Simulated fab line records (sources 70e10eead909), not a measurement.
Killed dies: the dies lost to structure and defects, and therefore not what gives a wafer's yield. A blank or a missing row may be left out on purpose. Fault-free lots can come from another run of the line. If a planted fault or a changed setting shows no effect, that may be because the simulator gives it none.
fab line records | flow nand_harc | part 1 of 2: steps 1 to 21 of 29
[record] lots = 5 | wafers = 15 | last_day = 33
route steps=1302 shown A_CHANNEL_HOLE_D1@454
lots that met no fault: from a run of the same line without faults
start_h: the number of hours between the record's first day and the start of the first shown wafer of the lot | wait_h: hours elapsed since this lot's preceding step | " same as the row above | L1.1+2: a single row standing in for several wafers | - no value, or no start given | * or withheld: withheld | < > ~ a bound
route shown NAME@n: NAME is a module with steps in the file, n the number in the route of the first one | usual: mean and standard deviation over wafers with no fault | same: alike in all rows | chamber/n: place in a boat | sites: the reading at each site | _std_site: standard deviation of those values | _edge_site: inner sites' mean taken away from outer sites' mean | radius_mm: for every site, how far away it sits from the centre of the wafer | mask NAME#n: copy n | behind: the tool/chamber that last shaped the wafer | hold: what put the lot on hold/how long, in hours/how the hold closed | device: names the non-switching transistor (n, p or np) | end of line: the route-end tests of the same wafers | for a step that has no rows: nothing shown but its recipe | killed: the dies lost at the first sort to structure and to defects; this is not the yield of the wafer | map: dies across one wafer; x = killed, . = not, _ = none there
set.NAME: setting as actually run; set.NAME@STEP: the setting as run at that earlier step | model.NAME: the simulator's own value behind a step, which no gauge read
lots seen at some steps along the route; tables by step, rows by wafer
services: when a tool's chamber went out of use (start_h, in hours from the record's first day, below 0 if earlier), for how many hours, and the reason
[[steps]]
[step NHARC_A_CHANNEL_HOLE_D1_COAT_36]
[recipe] temp_c = 260 | time_s = 75
[same] time_s = 75
lot.wafer  | tool           | chamber | start_h | wait_h
L075.2+3+4 | litho_track-06 | 0       | -       | -
L089.2+3+5 | litho_track-01 | 0       | -       | -
L088.1+3+6 | litho_track-04 | 0       | -       | -
L095.3+5+6 | litho_track-04 | 0       | -       | -
L096.1+2+6 | litho_track-06 | 0       | -       | -
[step NHARC_A_CHANNEL_HOLE_D1_COAT_37]
[recipe] temp_c = 225 | time_s = 65
[same] time_s = 65
lot.wafer  | tool           | chamber | start_h | wait_h
L075.2+3+4 | litho_track-06 | 0       | -       | -
L089.2+3+5 | litho_track-01 | 0       | -       | -
L088.1+3+6 | litho_track-04 | 0       | -       | -
L095.3+5+6 | litho_track-04 | 0       | -       | -
L096.1+2+6 | litho_track-06 | 0       | -       | -
[step NHARC_A_CHANNEL_HOLE_D1_COAT_04]
[recipe] spin_rpm = 1500 | resist_thk_nm = 90
lot.wafer  | tool           | chamber | start_h | wait_h
L075.2+3+4 | litho_track-06 | 0       | -       | -
L089.2+3+5 | litho_track-01 | 0       | -       | -
L088.1+3+6 | litho_track-04 | 0       | -       | -
L095.3+5+6 | litho_track-04 | 0       | -       | -
L096.1+2+6 | litho_track-06 | 0       | -       | -
[step NHARC_A_CHANNEL_HOLE_D1_SOFTBAKE_05]
[recipe] temp_c = 105 | time_s = 55
[same] time_s = 55
lot.wafer  | tool           | chamber | start_h | wait_h
L075.2+3+4 | litho_track-06 | 0       | -       | -
L089.2+3+5 | litho_track-01 | 0       | -       | -
L088.1+3+6 | litho_track-04 | 0       | -       | -
L095.3+5+6 | litho_track-04 | 0       | -       | -
L096.1+2+6 | litho_track-06 | 0       | -       | -
[step NHARC_A_CHANNEL_HOLE_D1_EBR_06]
lot.wafer  | tool           | chamber | start_h | wait_h
L075.2+3+4 | litho_track-06 | 0       | -       | -
L089.2+3+5 | litho_track-01 | 0       | -       | -
L088.1+3+6 | litho_track-04 | 0       | -       | -
L095.3+5+6 | litho_track-04 | 0       | -       | -
L096.1+2+6 | litho_track-06 | 0       | -       | -
[step NHARC_A_CHANNEL_HOLE_D1_EXPOSE_07]
[recipe] na = 1.35 | target_cd_nm = 100 | sigma_outer = 0.3 | dose_mj = 59.65 | mask_id = HOLE_D1
lot.wafer  | tool            | chamber | start_h | wait_h | mask
L075.2+3+4 | arfi_scanner-03 | 0       | 200.64  | -      | HOLE_D1#0
L089.2+3+5 | arfi_scanner-02 | 0       | 327.75  | -      | HOLE_D1#0
L088.1+3+6 | arfi_scanner-03 | 0       | 328.29  | -      | HOLE_D1#0
L095.3+5+6 | arfi_scanner-01 | 0       | 387.02  | -      | HOLE_D1#0
L096.1+2+6 | arfi_scanner-03 | 0       | 409.74  | -      | HOLE_D1#0
[step NHARC_A_CHANNEL_HOLE_D1_PEB_08]
[recipe] peb_temp_c = 100 | peb_time_s = 65
lot.wafer  | tool           | chamber | start_h | wait_h
L075.2+3+4 | litho_track-04 | 0       | 200.70  | 0.1
L089.2+3+5 | litho_track-06 | 0       | 327.81  | 0.1
L088.1+3+6 | litho_track-06 | 0       | 328.35  | 0.1
L095.3+5+6 | litho_track-06 | 0       | 387.07  | 0.0
L096.1+2+6 | litho_track-04 | 0       | 409.80  | 0.1
[step NHARC_A_CHANNEL_HOLE_D1_DEVELOP_09]
[recipe] develop_time_s = 35 | dev_temp_c = 23
lot.wafer  | tool           | chamber | start_h | wait_h
L075.2+3+4 | litho_track-04 | 0       | -       | -
L089.2+3+5 | litho_track-06 | 0       | -       | -
L088.1+3+6 | litho_track-06 | 0       | -       | -
L095.3+5+6 | litho_track-06 | 0       | -       | -
L096.1+2+6 | litho_track-04 | 0       | -       | -
[step NHARC_A_CHANNEL_HOLE_D1_CD_MEAS_10]
[recipe] target_cd_nm = 100 | landing_energy_ev = 500
[usual] cd_nm = 100.0/0.63
lot.wafer | tool      | chamber | start_h | wait_h | cd_nm
L075.2    | cd_sem-03 | 0       | 200.78  | -      | 99.6
L075.3    | "         | 0       | "       | "      | 100.1
L075.4    | "         | 0       | "       | "      | 99.9
L089.2    | cd_sem-03 | 0       | 327.89  | -      | 100.5
L089.3    | "         | 0       | "       | "      | 100.4
L089.5    | "         | 0       | "       | "      | 100.6
L088.1    | cd_sem-01 | 0       | 328.43  | -      | 100.7
L088.3    | "         | 0       | "       | "      | 101.1
L088.6    | "         | 0       | "       | "      | 100.3
L095.3    | cd_sem-03 | 0       | 387.16  | -      | 101.1
L095.5    | "         | 0       | "       | "      | 101.2
L095.6    | "         | 0       | "       | "      | 101.0
L096.1    | cd_sem-03 | 0       | 409.88  | -      | 99.2
L096.2    | "         | 0       | "       | "      | 100.4
L096.6    | "         | 0       | "       | "      | 99.8
[step NHARC_A_CHANNEL_HOLE_D1_OVL_MEAS_11]
[usual] overlay_x_nm = 0.2/0.7 | overlay_y_nm = -0.1/0.8
lot.wafer | tool       | chamber | start_h | wait_h | overlay_x_nm | overlay_y_nm
L075.2    | overlay-01 | -       | 200.87  | -      | 0.1          | -2.0
L075.3    | "          | -       | "       | "      | 0.2          | -1.6
L075.4    | "          | -       | "       | "      | 0.7          | -2.2
L089.2    | overlay-02 | -       | 327.98  | -      | 0.3          | 0.0
L089.3    | "          | -       | "       | "      | 0.5          | 0.0
L089.5    | "          | -       | "       | "      | 0.9          | -0.1
L088.1    | overlay-02 | -       | 328.51  | -      | -0.4         | 0.7
L088.3    | "          | -       | "       | "      | -1.1         | 0.5
L088.6    | "          | -       | "       | "      | 0.1          | 0.8
L095.3    | overlay-01 | -       | 387.24  | -      | 0.0          | -0.1
L095.5    | "          | -       | "       | "      | 0.3          | -0.8
L095.6    | "          | -       | "       | "      | -0.3         | 0.2
L096.1    | overlay-02 | -       | 409.97  | -      | 0.6          | 0.0
L096.2    | "          | -       | "       | "      | 0.2          | -0.7
L096.6    | "          | -       | "       | "      | 1.2          | -0.6
[step NHARC_A_CHANNEL_HOLE_D1_INSPECT_12]
[usual] raw_defect_count = 5.9/2.7
lot.wafer | tool              | chamber | start_h | wait_h | raw_defect_count
L075.2    | defect_inspect-02 | -       | 200.91  | 0.0    | 6
L075.3    | "                 | -       | "       | "      | 8
L075.4    | "                 | -       | "       | "      | 7
L089.2    | defect_inspect-01 | -       | 328.01  | 0.0    | 11
L089.3    | "                 | -       | "       | "      | 8
L089.5    | "                 | -       | "       | "      | 5
L088.1    | defect_inspect-01 | -       | 328.55  | 0.0    | 5
L088.3    | "                 | -       | "       | "      | 4
L088.6    | "                 | -       | "       | "      | 1
L095.3    | defect_inspect-02 | -       | 387.28  | 0.0    | 7
L095.5    | "                 | -       | "       | "      | 3
L095.6    | "                 | -       | "       | "      | 6
L096.1    | defect_inspect-01 | -       | 410.01  | 0.0    | 8
L096.2    | "                 | -       | "       | "      | 7
L096.6    | "                 | -       | "       | "      | 6
[step NHARC_A_CHANNEL_HOLE_D1_DESCUM_15]
[recipe] time_s = 3 | o2_flow_sccm = 200 | ar_flow_sccm = 0 | bias_power_w = 0 | chemistry = O2
[usual] drypump_motor_current_A = 5.95/0.26 | oes_product_au = 0.997/0.0095 | rf_vpp_V = 57.9/0.87 | showerhead_plenum_p_Torr = 1.92/0.061 | throttle_valve_pct = 11.312/0.0093
[same] time_s = 3
lot.wafer | tool        | chamber | start_h | wait_h | drypump_motor_current_A | oes_product_au | rf_hours_counter_h | rf_vpp_V | showerhead_plenum_p_Torr | throttle_valve_pct
L075.4    | rie_diel-06 | 3       | 200.98  | 0.1    | 5.91                    | 1.011          | 5                  | 59.4     | 1.93                     | 11.298
L075.3    | "           | 0       | "       | "      | 6.19                    | 1.003          | 5                  | 57.9     | 1.95                     | 11.313
L075.2    | "           | 1       | "       | "      | 6.02                    | 0.991          | 5                  | 58.1     | 1.92                     | 11.302
L089.3    | rie_diel-06 | 0       | 328.07  | 0.1    | 6.19                    | 0.985          | 1                  | 57.5     | 1.94                     | 11.322
L089.2    | "           | 3       | "       | "      | 5.90                    | 0.973          | 1                  | 57.7     | 1.93                     | 11.314
L089.5    | "           | 0       | "       | "      | 6.18                    | 0.994          | -                  | 57.3     | 1.94                     | 11.295
L088.3    | rie_diel-02 | 3       | 328.61  | 0.1    | 5.76                    | 0.969          | 29                 | 58.2     | 2.07                     | 11.323
L088.1    | "           | 1       | "       | "      | 5.76                    | 1.003          | 23                 | 59.0     | 2.01                     | 11.308
L088.6    | "           | 1       | "       | "      | 5.75                    | 1.011          | -                  | 58.0     | 2.01                     | 11.323
L095.3    | rie_diel-06 | 0       | 387.36  | 0.1    | 6.15                    | 0.997          | 6                  | 57.3     | 1.94                     | 11.302
L095.5    | "           | 1       | "       | "      | 5.99                    | 1.012          | -                  | 58.5     | 1.92                     | 11.311
L095.6    | "           | 2       | "       | "      | 5.70                    | 1.004          | -                  | 58.6     | 1.91                     | 11.313
L096.1    | rie_diel-06 | 2       | 410.07  | 0.1    | 5.70                    | 1.013          | 6                  | 57.3     | 1.91                     | 11.316
L096.2    | "           | 3       | "       | "      | 5.92                    | 0.989          | 8                  | 56.8     | 1.92                     | 11.301
L096.6    | "           | 2       | "       | "      | 5.70                    | 1.013          | -                  | 58.9     | 1.91                     | 11.307
[step NHARC_A_CHANNEL_HOLE_D1_ETCH_38]
[recipe] target_depth_a = 390 | over_etch_frac = 0.3 | time_s = 65 | ion_energy_ev = 80 | cf4_flow_sccm = 150 | ar_flow_sccm = 0 | rf_w = 300 | bias_w = 100 | chemistry = CF4
[usual] drypump_motor_current_A = 5.94/0.26 | oes_product_au = 0.997/0.0095 | rf_vpp_V = 151.5/0.96 | showerhead_plenum_p_Torr = 1.78/0.052 | throttle_valve_pct = 13.285/0.0086
[same] time_s = 65
lot.wafer | tool        | chamber | start_h | wait_h | drypump_motor_current_A | oes_product_au | rf_hours_counter_h | rf_vpp_V | showerhead_plenum_p_Torr | throttle_valve_pct
L075.3    | rie_diel-06 | 1       | 201.05  | 0.1    | 5.98                    | 0.993          | 5                  | 152.2    | 1.77                     | 13.292
L075.2    | "           | 2       | "       | "      | 5.68                    | 0.978          | 6                  | 151.9    | 1.77                     | 13.286
L075.4    | "           | 0       | "       | "      | 6.16                    | 0.999          | 5                  | 151.7    | 1.80                     | 13.286
L089.2    | rie_diel-06 | 0       | 328.18  | 0.1    | 6.16                    | 0.983          | 1                  | 151.6    | 1.80                     | 13.280
L089.3    | "           | 1       | "       | "      | 6.00                    | 0.994          | 1                  | 151.7    | 1.77                     | 13.279
L089.5    | "           | 1       | "       | "      | 6.00                    | 0.991          | -                  | 151.8    | 1.77                     | 13.283
L088.1    | rie_diel-02 | 0       | 328.72  | 0.1    | 5.62                    | 0.993          | 24                 | 150.9    | 1.78                     | 13.272
L088.3    | "           | 1       | "       | "      | 5.75                    | 1.015          | 23                 | 154.4    | 1.85                     | 13.277
L088.6    | "           | 1       | "       | "      | 5.74                    | 1.016          | -                  | 153.0    | 1.85                     | 13.286
L095.3    | rie_diel-06 | 3       | 387.43  | 0.1    | 5.92                    | 0.990          | 6                  | 151.4    | 1.78                     | 13.275
L095.5    | "           | 1       | "       | "      | 6.01                    | 1.017          | -                  | 152.1    | 1.77                     | 13.295
L095.6    | "           | 2       | "       | "      | 5.71                    | 1.005          | -                  | 151.3    | 1.76                     | 13.293
L096.1    | rie_diel-06 | 2       | 410.15  | 0.1    | 5.69                    | 1.010          | 6                  | 151.4    | 1.76                     | 13.278
L096.2    | "           | 0       | "       | "      | 6.14                    | 0.989          | 7                  | 152.4    | 1.79                     | 13.286
L096.6    | "           | 3       | "       | "      | 5.93                    | 0.987          | -                  | 150.6    | 1.78                     | 13.290
[step NHARC_A_CHANNEL_HOLE_D1_ETCH_39]
[recipe] target_depth_a = 2600 | over_etch_frac = 0.3 | time_s = 325 | ion_energy_ev = 200 | n2_flow_sccm = 150 | h2_flow_sccm = 150 | ar_flow_sccm = 0 | rf_w = 400 | bias_w = 150 | chemistry = N2/H2
[usual] drypump_motor_current_A = 5.95/0.26 | oes_product_au = 0.997/0.0088 | rf_vpp_V = 430.8/2 | showerhead_plenum_p_Torr = 2.05/0.067 | throttle_valve_pct = 14.172/0.0088
[same] time_s = 325
lot.wafer | tool        | chamber | start_h | wait_h | drypump_motor_current_A | oes_product_au | rf_hours_counter_h | rf_vpp_V | showerhead_plenum_p_Torr | throttle_valve_pct
L075.3    | rie_diel-06 | 1       | -       | -      | 5.99                    | 0.994          | 5                  | 432.4    | 2.05                     | 14.169
L075.4    | "           | 2       | "       | "      | 5.71                    | 0.980          | 6                  | 431.9    | 2.04                     | 14.160
L075.2    | "           | 3       | "       | "      | 5.95                    | 1.004          | 5                  | 432.2    | 2.06                     | 14.159
L089.2    | rie_diel-06 | 3       | -       | -      | 5.91                    | 0.987          | 1                  | 432.1    | 2.05                     | 14.178
L089.3    | "           | 0       | "       | "      | 6.16                    | 0.998          | 1                  | 432.2    | 2.07                     | 14.164
L089.5    | "           | 1       | "       | "      | 6.00                    | 0.997          | -                  | 429.1    | 2.04                     | 14.163
L088.1    | rie_diel-02 | 0       | -       | -      | 5.62                    | 1.002          | 24                 | 430.4    | 2.05                     | 14.164
L088.3    | "           | 1       | "       | "      | 5.75                    | 1.012          | 23                 | 433.7    | 2.14                     | 14.179
L088.6    | "           | 1       | "       | "      | 5.76                    | 1.013          | -                  | 435.1    | 2.14                     | 14.167
L095.3    | rie_diel-06 | 2       | -       | -      | 5.74                    | 0.991          | 5                  | 430.3    | 2.03                     | 14.186
L095.6    | "           | 1       | "       | "      | 5.98                    | 1.011          | -                  | 430.2    | 2.04                     | 14.158
L095.5    | "           | 2       | "       | "      | 5.71                    | 0.997          | -                  | 430.3    | 2.03                     | 14.170
L096.2    | rie_diel-06 | 3       | -       | -      | 5.90                    | 0.992          | 8                  | 431.9    | 2.05                     | 14.179
L096.1    | "           | 1       | "       | "      | 5.98                    | 1.000          | 7                  | 429.6    | 2.04                     | 14.160
L096.6    | "           | 3       | "       | "      | 5.94                    | 0.998          | -                  | 430.5    | 2.05                     | 14.176
[step NHARC_A_CHANNEL_HOLE_D1_ETCH_34]
[recipe] target_depth_a = 1540 | time_s = 77 | cf4_flow_sccm = 100 | chf3_flow_sccm = 30 | ar_flow_sccm = 0 | rf_w = 500 | bias_w = 200 | chemistry = CF4/CHF3
[usual] drypump_motor_current_A = 5.96/0.26 | oes_product_au = 0.944/0.025 | rf_vpp_V = 370.7/1.8 | showerhead_plenum_p_Torr = 1.58/0.047 | throttle_valve_pct = 16.802/0.0091
[same] time_s = 77
lot.wafer | tool        | chamber | start_h | wait_h | drypump_motor_current_A | oes_product_au | rf_hours_counter_h | rf_vpp_V | showerhead_plenum_p_Torr | throttle_valve_pct
L075.4    | rie_diel-06 | 3       | -       | -      | 5.90                    | 0.929          | 5                  | 371.8    | 1.59                     | 16.802
L075.3    | "           | 0       | "       | "      | 6.15                    | 0.927          | 5                  | 372.5    | 1.60                     | 16.797
L075.2    | "           | 1       | "       | "      | 5.98                    | 0.933          | 5                  | 370.4    | 1.58                     | 16.807
L089.2    | rie_diel-06 | 3       | -       | -      | 5.88                    | 0.948          | 1                  | 370.3    | 1.58                     | 16.786
L089.3    | "           | 0       | "       | "      | 6.18                    | 0.958          | 1                  | 371.0    | 1.60                     | 16.800
L089.5    | "           | 3       | "       | "      | 5.89                    | 0.939          | -                  | 371.5    | 1.58                     | 16.814
L088.1    | rie_diel-02 | 1       | -       | -      | 5.75                    | 0.971          | 23                 | 374.2    | 1.65                     | 16.812
L088.3    | "           | 3       | "       | "      | 5.77                    | 0.930          | 30                 | 374.9    | 1.69                     | 16.825
L088.6    | "           | 1       | "       | "      | 5.76                    | 0.973          | -                  | 373.8    | 1.65                     | 16.814
L095.3    | rie_diel-06 | 1       | -       | -      | 5.99                    | 0.932          | 6                  | 370.3    | 1.58                     | 16.792
L095.5    | "           | 0       | "       | "      | 6.16                    | 0.911          | -                  | 370.6    | 1.60                     | 16.796
L095.6    | "           | 1       | "       | "      | 5.99                    | 0.943          | -                  | 371.0    | 1.58                     | 16.802
L096.2    | rie_diel-06 | 3       | -       | -      | 5.93                    | 0.915          | 8                  | 371.1    | 1.58                     | 16.807
L096.1    | "           | 0       | "       | "      | 6.17                    | 0.919          | 7                  | 372.3    | 1.60                     | 16.801
L096.6    | "           | 0       | "       | "      | 6.17                    | 0.912          | -                  | 372.2    | 1.60                     | 16.803
[step NHARC_A_CHANNEL_HOLE_D1_ETCH_16]
[recipe] target_depth_a = 31000 | over_etch_frac = 0.3 | time_s = 806 | ion_energy_ev = 150 | o2_flow_sccm = 400 | cos_flow_sccm = 20 | ar_flow_sccm = 0 | rf_w = 500 | bias_w = 300 | chemistry = O2/COS
[usual] drypump_motor_current_A = 5.96/0.26 | oes_product_au = 0.997/0.0099 | rf_vpp_V = 314.3/1.6 | showerhead_plenum_p_Torr = 3.14/0.095 | throttle_valve_pct = 28.328/0.0099
[same] time_s = 806
lot.wafer | tool        | chamber | start_h | wait_h | drypump_motor_current_A | oes_product_au | rf_hours_counter_h | rf_vpp_V | showerhead_plenum_p_Torr | throttle_valve_pct
L075.3    | rie_diel-06 | 2       | -       | -      | 5.71                    | 0.996          | 6                  | 314.6    | 3.12                     | 28.323
L075.4    | "           | 3       | "       | "      | 5.93                    | 1.010          | 6                  | 314.7    | 3.15                     | 28.320
L075.2    | "           | 0       | "       | "      | 6.18                    | 1.007          | 5                  | 316.4    | 3.18                     | 28.324
L089.3    | rie_diel-06 | 1       | -       | -      | 6.00                    | 0.989          | 1                  | 313.3    | 3.13                     | 28.328
L089.2    | "           | 3       | "       | "      | 5.91                    | 0.988          | 1                  | 313.7    | 3.14                     | 28.332
L089.5    | "           | 1       | "       | "      | 5.98                    | 0.994          | -                  | 313.8    | 3.13                     | 28.332
L088.3    | rie_diel-02 | 1       | -       | -      | 5.76                    | 1.015          | 24                 | 315.2    | 3.27                     | 28.343
L088.1    | "           | 3       | "       | "      | 5.78                    | 0.985          | 30                 | 318.5    | 3.36                     | 28.325
L088.6    | "           | 1       | "       | "      | 5.75                    | 1.017          | -                  | 315.1    | 3.27                     | 28.330
L095.3    | rie_diel-06 | 3       | -       | -      | 5.93                    | 0.989          | 6                  | 314.2    | 3.14                     | 28.323
L095.5    | "           | 3       | "       | "      | 5.92                    | 1.002          | -                  | 313.4    | 3.14                     | 28.313
L095.6    | "           | 0       | "       | "      | 6.19                    | 0.982          | -                  | 314.5    | 3.17                     | 28.338
L096.2    | rie_diel-06 | 2       | -       | -      | 5.72                    | 0.998          | 6                  | 313.1    | 3.11                     | 28.325
L096.1    | "           | 0       | "       | "      | 6.16                    | 0.995          | 7                  | 315.1    | 3.17                     | 28.328
L096.6    | "           | 3       | "       | "      | 5.93                    | 0.978          | -                  | 315.0    | 3.14                     | 28.327
[step NHARC_A_CHANNEL_HOLE_D1_CD_MEAS_18]
[usual] cd_nm = 100.0/2.2
lot.wafer | tool      | chamber | start_h | wait_h | cd_nm
L075.2    | cd_sem-02 | -       | 202.08  | -      | 98.6
L075.3    | "         | -       | "       | "      | 99.2
L075.4    | "         | -       | "       | "      | 102.7
L089.2    | cd_sem-02 | -       | 329.38  | -      | 101.9
L089.3    | "         | -       | "       | "      | 96.7
L089.5    | "         | -       | "       | "      | 99.2
L088.1    | cd_sem-01 | -       | 329.93  | -      | 101.8
L088.3    | "         | -       | "       | "      | 99.4
L088.6    | "         | -       | "       | "      | 100.1
L095.3    | cd_sem-02 | -       | 388.45  | -      | 99.4
L095.5    | "         | -       | "       | "      | 103.4
L095.6    | "         | -       | "       | "      | 101.4
L096.1    | cd_sem-01 | -       | 411.18  | -      | 99.2
L096.2    | "         | -       | "       | "      | 101.7
L096.6    | "         | -       | "       | "      | 99.0
[step NHARC_A_CHANNEL_HOLE_D1_ETCH_19]
[recipe] bias_v = 1200 | source_w = 2500 | pressure_mtorr = 15 | time_s = 34.5 | ar_flow_sccm = 375 | c4f8_flow_sccm = 28.8 | o2_flow_sccm = 96.2 | temp_c = -20 | target_depth_a = * | chemistry = C4F8/O2/Ar
[usual] drypump_motor_current_A = 5.9/0.42 | showerhead_plenum_p_Torr = 3.65/0.13 | throttle_valve_pct = 37.039/0.0087
[same] time_s = 34.5
lot.wafer | tool        | chamber | start_h | wait_h | drypump_motor_current_A | rf_hours_counter_h | showerhead_plenum_p_Torr | throttle_valve_pct
L075.2    | har_etch-02 | 0       | 205.09  | 3.0    | 6.0                     | 306                | 3.58                     | 37.037
L075.3    | "           | 1       | "       | "      | 6.3                     | -                  | 3.54                     | 37.042
L075.4    | "           | 0       | "       | "      | 6.0                     | -                  | 3.58                     | 37.045
L089.2    | har_etch-01 | 1       | 332.06  | 2.7    | 6.3                     | 172                | 3.59                     | 37.025
L089.3    | "           | 1       | "       | "      | 6.3                     | -                  | 3.59                     | 37.031
L089.5    | "           | 1       | "       | "      | 6.3                     | -                  | 3.59                     | 37.050
L088.1    | har_etch-02 | 1       | 334.06  | 4.1    | 6.2                     | 379                | 3.51                     | 37.033
L088.3    | "           | 0       | "       | "      | 6.0                     | -                  | 3.54                     | 37.028
L088.6    | "           | 1       | "       | "      | 6.3                     | -                  | 3.50                     | 37.043
L095.3    | har_etch-02 | 1       | 394.79  | 6.3    | 6.2                     | -                  | 3.99                     | 37.039
L095.6    | "           | 1       | "       | "      | 6.2                     | -                  | 3.99                     | 37.038
L095.5    | "           | 0       | "       | "      | 6.0                     | -                  | 3.99                     | 37.040
L096.2    | har_etch-01 | 0       | 412.24  | 1.1    | 5.2                     | 225                | 3.70                     | 37.039
L096.1    | "           | 1       | "       | "      | 6.2                     | 225                | 3.56                     | 37.039
L096.6    | "           | 0       | "       | "      | 5.3                     | -                  | 3.70                     | 37.055
[step NHARC_A_CHANNEL_HOLE_D1_ETCH_20]
[recipe] bias_v = 3000 | source_w = withheld | pressure_mtorr = 20 | time_s = 361.9 | ar_flow_sccm = 375 | c4f8_flow_sccm = 89.3 | o2_flow_sccm = 35.7 | temp_c = -20 | target_depth_a = 16000 | chemistry = C4F8/O2/Ar
[usual] drypump_motor_current_A = 5.9/0.42 | showerhead_plenum_p_Torr = 3.61/0.13 | throttle_valve_pct = 32.156/0.0096
[same] time_s = 361.9
lot.wafer | tool        | chamber | start_h | wait_h | drypump_motor_current_A | rf_hours_counter_h | showerhead_plenum_p_Torr | throttle_valve_pct
L075.2    | har_etch-02 | 0       | 205.23  | 0.1    | 6.1                     | 306                | 3.54                     | 32.162
L075.3    | "           | 1       | "       | "      | 6.3                     | -                  | 3.51                     | 32.164
L075.4    | "           | 0       | "       | "      | 6.0                     | -                  | 3.54                     | 32.143
L089.2    | har_etch-01 | 1       | 332.21  | 0.1    | 6.2                     | 172                | 3.55                     | 32.152
L089.3    | "           | 1       | "       | "      | 6.2                     | -                  | 3.55                     | 32.152
L089.5    | "           | 1       | "       | "      | 6.2                     | -                  | 3.55                     | 32.155
L088.1    | har_etch-02 | 1       | 334.20  | 0.1    | 6.3                     | 379                | 3.47                     | 32.146
L088.3    | "           | 0       | "       | "      | 6.0                     | -                  | 3.51                     | 32.159
L088.6    | "           | 1       | "       | "      | 6.3                     | -                  | 3.47                     | 32.147
L095.3    | har_etch-02 | 1       | 394.97  | 0.2    | 6.2                     | -                  | 3.93                     | 32.145
L095.6    | "           | 1       | "       | "      | 6.3                     | -                  | 3.93                     | 32.138
L095.5    | "           | 0       | "       | "      | 6.0                     | -                  | 3.93                     | 32.150
L096.2    | har_etch-01 | 0       | 412.35  | 0.1    | 5.3                     | 225                | 3.66                     | 32.166
L096.1    | "           | 1       | "       | "      | 6.2                     | 225                | 3.52                     | 32.145
L096.6    | "           | 0       | "       | "      | 5.3                     | -                  | 3.66                     | 32.157
[step NHARC_A_CHANNEL_HOLE_D1_ETCH_21]
[recipe] bias_v = 3000 | source_w = withheld | pressure_mtorr = 20 | time_s = 514.3 | ar_flow_sccm = 375 | c4f8_flow_sccm = 89.3 | o2_flow_sccm = 35.7 | temp_c = -20 | target_depth_a = 16000 | chemistry = C4F8/O2/Ar
[usual] drypump_motor_current_A = 5.9/0.42 | showerhead_plenum_p_Torr = 3.61/0.13 | throttle_valve_pct = 32.155/0.0094
[same] time_s = 514.3
lot.wafer | tool        | chamber | start_h | wait_h | drypump_motor_current_A | rf_hours_counter_h | showerhead_plenum_p_Torr | throttle_valve_pct
L075.2    | har_etch-02 | 0       | 205.57  | 0.3    | 6.0                     | 306                | 3.54                     | 32.163
L075.3    | "           | 1       | "       | "      | 6.2                     | -                  | 3.51                     | 32.158
L075.4    | "           | 0       | "       | "      | 6.0                     | -                  | 3.54                     | 32.147
L089.2    | har_etch-01 | 1       | 332.54  | 0.3    | 6.2                     | 172                | 3.55                     | 32.140
L089.3    | "           | 1       | "       | "      | 6.2                     | -                  | 3.55                     | 32.168
L089.5    | "           | 1       | "       | "      | 6.3                     | -                  | 3.55                     | 32.157
L088.1    | har_etch-02 | 1       | 334.53  | 0.3    | 6.3                     | 379                | 3.47                     | 32.162
L088.3    | "           | 0       | "       | "      | 6.0                     | -                  | 3.51                     | 32.158
L088.6    | "           | 1       | "       | "      | 6.2                     | -                  | 3.47                     | 32.160
L095.3    | har_etch-02 | 1       | 395.32  | 0.3    | 6.3                     | -                  | 3.93                     | 32.165
L095.6    | "           | 1       | "       | "      | 6.3                     | -                  | 3.93                     | 32.163
L095.5    | "           | 0       | "       | "      | 6.0                     | -                  | 3.93                     | 32.162
L096.2    | har_etch-01 | 0       | 412.66  | 0.3    | 5.3                     | 225                | 3.66                     | 32.157
L096.1    | "           | 1       | "       | "      | 6.2                     | 225                | 3.52                     | 32.156
L096.6    | "           | 0       | "       | "      | 5.2                     | -                  | 3.66                     | 32.146
[step NHARC_A_CHANNEL_HOLE_D1_ETCH_22]
[recipe] bias_v = 3000 | source_w = withheld | pressure_mtorr = 20 | time_s = 666.7 | ar_flow_sccm = 375 | c4f8_flow_sccm = 89.3 | o2_flow_sccm = 35.7 | temp_c = -20 | target_depth_a = 16000 | chemistry = C4F8/O2/Ar
[usual] drypump_motor_current_A = 5.9/0.42 | showerhead_plenum_p_Torr = 3.61/0.13 | throttle_valve_pct = 32.154/0.0089
[same] time_s = 666.7
lot.wafer | tool        | chamber | start_h | wait_h | drypump_motor_current_A | rf_hours_counter_h | showerhead_plenum_p_Torr | throttle_valve_pct
L075.2    | har_etch-02 | 0       | 206.03  | 0.4    | 6.0                     | 307                | 3.54                     | 32.156
L075.3    | "           | 1       | "       | "      | 6.2                     | -                  | 3.51                     | 32.136
L075.4    | "           | 0       | "       | "      | 6.0                     | -                  | 3.54                     | 32.167
L089.2    | har_etch-01 | 1       | 333.01  | 0.4    | 6.3                     | 172                | 3.55                     | 32.162
L089.3    | "           | 1       | "       | "      | 6.3                     | -                  | 3.55                     | 32.147
L089.5    | "           | 1       | "       | "      | 6.2                     | -                  | 3.55                     | 32.159
L088.1    | har_etch-02 | 1       | 334.99  | 0.4    | 6.3                     | 380                | 3.47                     | 32.142
L088.3    | "           | 0       | "       | "      | 6.0                     | -                  | 3.50                     | 32.153
L088.6    | "           | 1       | "       | "      | 6.2                     | -                  | 3.47                     | 32.152
L095.3    | har_etch-02 | 1       | 395.80  | 0.4    | 6.2                     | -                  | 3.93                     | 32.161
L095.6    | "           | 1       | "       | "      | 6.2                     | -                  | 3.93                     | 32.151
L095.5    | "           | 0       | "       | "      | 6.1                     | -                  | 3.93                     | 32.138
L096.2    | har_etch-01 | 0       | 413.11  | 0.4    | 5.3                     | 226                | 3.66                     | 32.147
L096.1    | "           | 1       | "       | "      | 6.3                     | 226                | 3.52                     | 32.139
L096.6    | "           | 0       | "       | "      | 5.3                     | -                  | 3.66                     | 32.168
